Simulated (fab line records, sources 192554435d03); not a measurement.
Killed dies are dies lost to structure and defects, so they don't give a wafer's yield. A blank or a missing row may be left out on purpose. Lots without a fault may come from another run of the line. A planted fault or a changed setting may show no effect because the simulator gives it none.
Chamber matching | flow n5_finfet | N5_BEOL_M15_ETCH_57 on rie_diel-03: 4 sister chambers
The step etches SOC in N2/H2, time 750 s. 8 wafers are shown with their chamber, then 8 later ones without.

WAFERS WITH THEIR CHAMBER
wafer  | chamber | drypump_motor_current_A (A) | showerhead_plenum_p_Torr (Torr)
L076.6 | 1       | 6.12                        | 2.48
L085.2 | 2       | 5.41                        | 2.33
L085.3 | 0       | 5.46                        | 2.32
L085.4 | 3       | 5.31                        | 2.40
L086.2 | 2       | 5.39                        | 2.33
L086.3 | 0       | 5.43                        | 2.32
L086.6 | 3       | 5.31                        | 2.40
L089.2 | 1       | 6.11                        | 2.47

WAFERS WITHOUT THEIR CHAMBER
wafer  | drypump_motor_current_A (A) | showerhead_plenum_p_Torr (Torr)
L089.5 | 5.29                        | 2.39
L089.6 | 5.47                        | 2.32
L090.1 | 6.12                        | 2.47
L090.5 | 5.41                        | 2.33
L090.6 | 5.44                        | 2.32
L096.2 | 5.45                        | 2.31
L096.4 | 5.33                        | 2.71
L096.6 | 5.31                        | 2.71

WHICH CHAMBER EACH WENT THROUGH
wafer  | from the rows above     | in truth
L089.5 | 3                       | 3
L089.6 | 0                       | 0
L090.1 | 1                       | 1
L090.5 | 2                       | 2
L090.6 | 0                       | 0
L096.2 | 0                       | 0
L096.4 | can't be placed: 3 or 1 | 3
L096.6 | 3                       | 3
Placed correctly: 7 of 8. Can't be placed from these rows: 1 (the true chamber is among the candidates in 1). Placed wrongly: 0.
How it was worked out, from the rows above alone: a wafer's distance from a chamber is the root of the sum, over the readings, of the square of ((its reading less the chamber's mean) divided by the reading's scatter). The wafer belongs to the nearest chamber; if the next one is less than 2 further off, it can't be placed. A chamber's mean is the mean of its shown wafers. The scatter: the root of (the sum of the squares of (reading less its chamber's mean) over the shown wafers, divided by (wafers less chambers)).
